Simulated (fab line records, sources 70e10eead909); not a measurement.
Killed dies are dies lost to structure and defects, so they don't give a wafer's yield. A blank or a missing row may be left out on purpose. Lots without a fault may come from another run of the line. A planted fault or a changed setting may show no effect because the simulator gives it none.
Chamber matching | flow nand_harc | NHARC_P_BONDPAD_DESCUM_11 on rie_diel-13: 4 sister chambers
The step chemistry O2, time 3 s. 24 wafers are shown with their chamber, then 12 later ones without.

WAFERS WITH THEIR CHAMBER
wafer  | chamber | drypump_motor_current_A (A) | oes_product_au (a.u.) | throttle_valve_pct (%)
L074.3 | 2       | 4.9                         | 0.999                 | 11.309
L074.4 | 0       | 6.3                         | 1.009                 | 11.309
L074.5 | 3       | 5.7                         | 1.007                 | 11.309
L076.1 | 1       | 4.9                         | 0.991                 | 11.318
L076.2 | 2       | 5.0                         | 0.987                 | 11.295
L076.5 | 0       | 6.3                         | 0.999                 | 11.312
L078.1 | 1       | 4.9                         | 1.011                 | 11.313
L078.2 | 3       | 5.7                         | 1.013                 | 11.325
L078.4 | 2       | 5.0                         | 1.012                 | 11.321
L080.1 | 3       | 5.7                         | 1.009                 | 11.290
L080.2 | 0       | 6.3                         | 0.987                 | 11.320
L080.4 | 2       | 4.9                         | 1.000                 | 11.300
L081.1 | 1       | 5.0                         | 1.036                 | 11.323
L081.2 | 2       | 4.9                         | 1.003                 | 11.306
L081.4 | 3       | 5.7                         | 1.017                 | 11.322
L082.1 | 2       | 5.0                         | 1.006                 | 11.298
L082.5 | 1       | 4.9                         | 1.030                 | 11.308
L082.6 | 2       | 5.0                         | 1.010                 | 11.313
L090.1 | 3       | 5.7                         | 1.016                 | 11.314
L090.3 | 0       | 6.3                         | 0.988                 | 11.326
L090.6 | 3       | 5.7                         | 1.012                 | 11.297
L091.1 | 3       | 5.7                         | 1.014                 | 11.308
L091.2 | 0       | 6.3                         | 0.994                 | 11.320
L091.3 | 2       | 5.0                         | 1.015                 | 11.307

SIGNATURES (means of the wafers above)
reading                 | chamber 0 | chamber 1 | chamber 2 | chamber 3 | scatter within a chamber
drypump_motor_current_A | 6.300     | 4.925     | 4.963     | 5.700     | 0.0362
oes_product_au          | 0.99540   | 1.01700   | 1.00400   | 1.01257   | 0.0105
throttle_valve_pct      | 11.31740  | 11.31550  | 11.30612  | 11.30929  | 0.00941
Rule: a wafer's distance from a chamber is the root of the sum, over the readings, of the square of ((its reading less the chamber's mean) divided by the reading's scatter). The wafer belongs to the nearest chamber; if the next one is less than 2 further off, it can't be placed. The scatter: the root of (the sum of the squares of (reading less its chamber's mean) over the shown wafers, divided by (wafers less chambers)).

WAFERS WITHOUT THEIR CHAMBER
wafer  | drypump_motor_current_A (A) | oes_product_au (a.u.) | throttle_valve_pct (%)
L092.3 | 5.0                         | 1.007                 | 11.323
L092.4 | 6.3                         | 0.991                 | 11.300
L092.6 | 6.3                         | 0.995                 | 11.301
L093.2 | 4.9                         | 1.013                 | 11.311
L093.4 | 6.3                         | 0.997                 | 11.313
L093.5 | 5.7                         | 0.995                 | 11.325
L094.1 | 5.7                         | 1.002                 | 11.326
L094.3 | 5.0                         | 1.008                 | 11.298
L094.4 | 4.9                         | 1.020                 | 11.310
L096.1 | 4.9                         | 1.013                 | 11.308
L096.3 | 4.9                         | 1.007                 | 11.311
L096.6 | 4.9                         | 1.010                 | 11.310

WHICH CHAMBER EACH WENT THROUGH
wafer  | from the rows above     | in truth
L092.3 | can't be placed: 2 or 1 | 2
L092.4 | 0                       | 0
L092.6 | 0                       | 0
L093.2 | can't be placed: 1 or 2 | 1
L093.4 | 0                       | 0
L093.5 | 3                       | 3
L094.1 | 3                       | 3
L094.3 | can't be placed: 2 or 1 | 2
L094.4 | can't be placed: 1 or 2 | 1
L096.1 | can't be placed: 1 or 2 | 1
L096.3 | can't be placed: 1 or 2 | 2
L096.6 | can't be placed: 1 or 2 | 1
Placed correctly: 5 of 12. Can't be placed from these rows: 7 (the true chamber is among the candidates in 7). Placed wrongly: 0.
